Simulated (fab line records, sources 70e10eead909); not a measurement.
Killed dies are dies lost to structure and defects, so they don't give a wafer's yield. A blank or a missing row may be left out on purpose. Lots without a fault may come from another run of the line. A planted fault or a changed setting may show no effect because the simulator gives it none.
Chamber matching | flow nand_harc | NHARC_A_STAIRCASE_CMP_472 on cmp-04: 4 sister chambers
The step polishes SiO2. 16 wafers are shown with their chamber, then 8 later ones without.

WAFERS WITH THEIR CHAMBER
wafer  | chamber | motor_current_A (A) | slurry_flow_ml_min
L078.2 | 3       | 12.7                | 150.0
L078.3 | 2       | 10.2                | 149.9
L078.5 | 3       | 12.7                | 149.6
L079.2 | 2       | 10.2                | 150.3
L079.3 | 1       | 10.9                | 150.2
L079.5 | 0       | 10.6                | 149.6
L085.2 | 1       | 10.9                | 149.4
L085.5 | 3       | 13.1                | 151.3
L085.6 | 0       | 11.2                | 149.8
L086.2 | 2       | 10.2                | 150.6
L086.4 | 3       | 12.9                | 150.3
L086.5 | 3       | 12.5                | 150.5
L090.4 | 0       | 11.5                | 149.5
L090.5 | 0       | 10.8                | 149.8
L090.6 | 3       | 13.1                | 150.2
L095.1 | 0       | 11.6                | 150.3

SIGNATURES (means of the wafers above)
reading            | chamber 0 | chamber 1 | chamber 2 | chamber 3 | scatter within a chamber
motor_current_A    | 11.140    | 10.900    | 10.200    | 12.833    | 0.295
slurry_flow_ml_min | 149.800   | 149.800   | 150.267   | 150.317   | 0.463
Rule: a wafer's distance from a chamber is the root of the sum, over the readings, of the square of ((its reading less the chamber's mean) divided by the reading's scatter). The wafer belongs to the nearest chamber; if the next one is less than 2 further off, it can't be placed. The scatter: the root of (the sum of the squares of (reading less its chamber's mean) over the shown wafers, divided by (wafers less chambers)).

WAFERS WITHOUT THEIR CHAMBER
wafer  | motor_current_A (A) | slurry_flow_ml_min
L095.4 | 10.5                | 149.3
L095.5 | 12.5                | 149.8
L093.1 | 10.8                | 149.6
L093.5 | 12.9                | 149.7
L093.6 | 11.1                | 149.8
L096.1 | 10.6                | 149.6
L096.5 | 11.2                | 149.7
L096.6 | 11.1                | 149.6

WHICH CHAMBER EACH WENT THROUGH
wafer  | from the rows above          | in truth
L095.4 | can't be placed: 1 or 2 or 0 | 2
L095.5 | 3                            | 3
L093.1 | can't be placed: 1 or 0 or 2 | 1
L093.5 | 3                            | 3
L093.6 | can't be placed: 0 or 1      | 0
L096.1 | can't be placed: 1 or 0 or 2 | 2
L096.5 | can't be placed: 0 or 1      | 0
L096.6 | can't be placed: 0 or 1      | 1
Placed correctly: 2 of 8. Can't be placed from these rows: 6 (the true chamber is among the candidates in 6). Placed wrongly: 0.
